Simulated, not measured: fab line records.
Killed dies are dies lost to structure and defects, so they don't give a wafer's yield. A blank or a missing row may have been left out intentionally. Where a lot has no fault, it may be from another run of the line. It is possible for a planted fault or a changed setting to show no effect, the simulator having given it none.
Chamber matching || flow n5 finfet || pecvd-02 running N5_BEOL_M4_ILD_DEP_00: 3 sister chambers
The step deposits SiOC from DEMS/O2, target thk 79 nm, time 15.3 s. 20 wafers are shown with their chamber, then 10 later ones without.

EACH WAFER AND ITS CHAMBER
{"wafer": "L074.1", "chamber": 2, "throttle valve pct (%)": 12.3, "heater power w (W)": 498, "showerhead plenum p Torr (Torr)": 5.718}
{"wafer": "L074.2", "chamber": 0, "throttle valve pct (%)": 11.6, "heater power w (W)": 426, "showerhead plenum p Torr (Torr)": 5.676}
{"wafer": "L074.3", "chamber": 1, "throttle valve pct (%)": 13.5, "heater power w (W)": 463, "showerhead plenum p Torr (Torr)": 5.690}
{"wafer": "L075.1", "chamber": 2, "throttle valve pct (%)": 12.0, "heater power w (W)": 569, "showerhead plenum p Torr (Torr)": 5.724}
{"wafer": "L075.4", "chamber": 2, "throttle valve pct (%)": 12.0, "heater power w (W)": 581, "showerhead plenum p Torr (Torr)": 5.732}
{"wafer": "L075.5", "chamber": 1, "throttle valve pct (%)": 13.7, "heater power w (W)": 415, "showerhead plenum p Torr (Torr)": 5.704}
{"wafer": "L076.1", "chamber": 0, "throttle valve pct (%)": 11.7, "heater power w (W)": 389, "showerhead plenum p Torr (Torr)": 5.675}
{"wafer": "L076.5", "chamber": 2, "throttle valve pct (%)": 12.2, "heater power w (W)": 496, "showerhead plenum p Torr (Torr)": 5.712}
{"wafer": "L076.6", "chamber": 1, "throttle valve pct (%)": 13.4, "heater power w (W)": 503, "showerhead plenum p Torr (Torr)": 5.722}
{"wafer": "L078.2", "chamber": 0, "throttle valve pct (%)": 11.8, "heater power w (W)": 376, "showerhead plenum p Torr (Torr)": 5.676}
{"wafer": "L078.5", "chamber": 2, "throttle valve pct (%)": 12.2, "heater power w (W)": 534, "showerhead plenum p Torr (Torr)": 5.719}
{"wafer": "L078.6", "chamber": 0, "throttle valve pct (%)": 11.5, "heater power w (W)": 392, "showerhead plenum p Torr (Torr)": 5.686}
{"wafer": "L081.1", "chamber": 1, "throttle valve pct (%)": 13.4, "heater power w (W)": 464, "showerhead plenum p Torr (Torr)": 5.694}
{"wafer": "L081.3", "chamber": 1, "throttle valve pct (%)": 13.4, "heater power w (W)": 469, "showerhead plenum p Torr (Torr)": 5.688}
{"wafer": "L081.6", "chamber": 0, "throttle valve pct (%)": 11.7, "heater power w (W)": 420, "showerhead plenum p Torr (Torr)": 5.668}
{"wafer": "L089.1", "chamber": 2, "throttle valve pct (%)": 10.7, "heater power w (W)": 553, "showerhead plenum p Torr (Torr)": 5.699}
{"wafer": "L089.2", "chamber": 1, "throttle valve pct (%)": 13.6, "heater power w (W)": 425, "showerhead plenum p Torr (Torr)": 5.695}
{"wafer": "L089.5", "chamber": 2, "throttle valve pct (%)": 11.1, "heater power w (W)": 572, "showerhead plenum p Torr (Torr)": 5.712}
{"wafer": "L091.3", "chamber": 1, "throttle valve pct (%)": 13.5, "heater power w (W)": 468, "showerhead plenum p Torr (Torr)": 5.693}
{"wafer": "L091.4", "chamber": 0, "throttle valve pct (%)": 12.1, "heater power w (W)": 410, "showerhead plenum p Torr (Torr)": 5.683}

SIGNATURES (averages over the wafers above)
{"reading": "throttle valve pct", "chamber 0": 11.733, "chamber 1": 13.500, "chamber 2": 11.786, "scatter within a chamber": 0.394}
{"reading": "heater power w", "chamber 0": 402.17, "chamber 1": 458.14, "chamber 2": 543.29, "scatter within a chamber": 29.2}
{"reading": "showerhead plenum p Torr", "chamber 0": 5.67733, "chamber 1": 5.69800, "chamber 2": 5.71657, "scatter within a chamber": 0.00994}
Rule: for each reading, subtract the chamber's mean from the wafer's reading, divide by that reading's scatter and square the result; add these up over the readings and take the root, which gives the wafer's distance from the chamber. If the next closest chamber is less than 2 further off than the closest, the wafer can't be placed; otherwise it belongs to the closest. The scatter is the square root of a quotient: the sum, over the shown wafers, of each reading's squared deviation from its chamber's mean, divided by wafers minus chambers.

WAFERS WITH NO CHAMBER GIVEN
{"wafer": "L091.5", "throttle valve pct (%)": 10.6, "heater power w (W)": 583, "showerhead plenum p Torr (Torr)": 5.710}
{"wafer": "L093.3", "throttle valve pct (%)": 11.7, "heater power w (W)": 420, "showerhead plenum p Torr (Torr)": 5.691}
{"wafer": "L093.5", "throttle valve pct (%)": 12.0, "heater power w (W)": 429, "showerhead plenum p Torr (Torr)": 5.678}
{"wafer": "L093.6", "throttle valve pct (%)": 10.6, "heater power w (W)": 539, "showerhead plenum p Torr (Torr)": 5.704}
{"wafer": "L094.1", "throttle valve pct (%)": 11.7, "heater power w (W)": 452, "showerhead plenum p Torr (Torr)": 5.666}
{"wafer": "L094.2", "throttle valve pct (%)": 13.4, "heater power w (W)": 442, "showerhead plenum p Torr (Torr)": 5.694}
{"wafer": "L094.4", "throttle valve pct (%)": 11.8, "heater power w (W)": 443, "showerhead plenum p Torr (Torr)": 5.678}
{"wafer": "L095.2", "throttle valve pct (%)": 13.6, "heater power w (W)": 497, "showerhead plenum p Torr (Torr)": 5.680}
{"wafer": "L095.5", "throttle valve pct (%)": 10.8, "heater power w (W)": 573, "showerhead plenum p Torr (Torr)": 5.718}
{"wafer": "L095.6", "throttle valve pct (%)": 11.7, "heater power w (W)": 426, "showerhead plenum p Torr (Torr)": 5.675}

CHAMBER TAKEN BY EACH
{"wafer": "L091.5", "from the rows above": 2, "in truth": 2}
{"wafer": "L093.3", "from the rows above": 0, "in truth": 0}
{"wafer": "L093.5", "from the rows above": 0, "in truth": 0}
{"wafer": "L093.6", "from the rows above": 2, "in truth": 2}
{"wafer": "L094.1", "from the rows above": 0, "in truth": 0}
{"wafer": "L094.2", "from the rows above": 1, "in truth": 1}
{"wafer": "L094.4", "from the rows above": 0, "in truth": 0}
{"wafer": "L095.2", "from the rows above": 1, "in truth": 1}
{"wafer": "L095.5", "from the rows above": 2, "in truth": 2}
{"wafer": "L095.6", "from the rows above": 0, "in truth": 0}
Correctly placed: 10 of 10. Not placeable from these rows: 0. Number placed wrongly: 0.
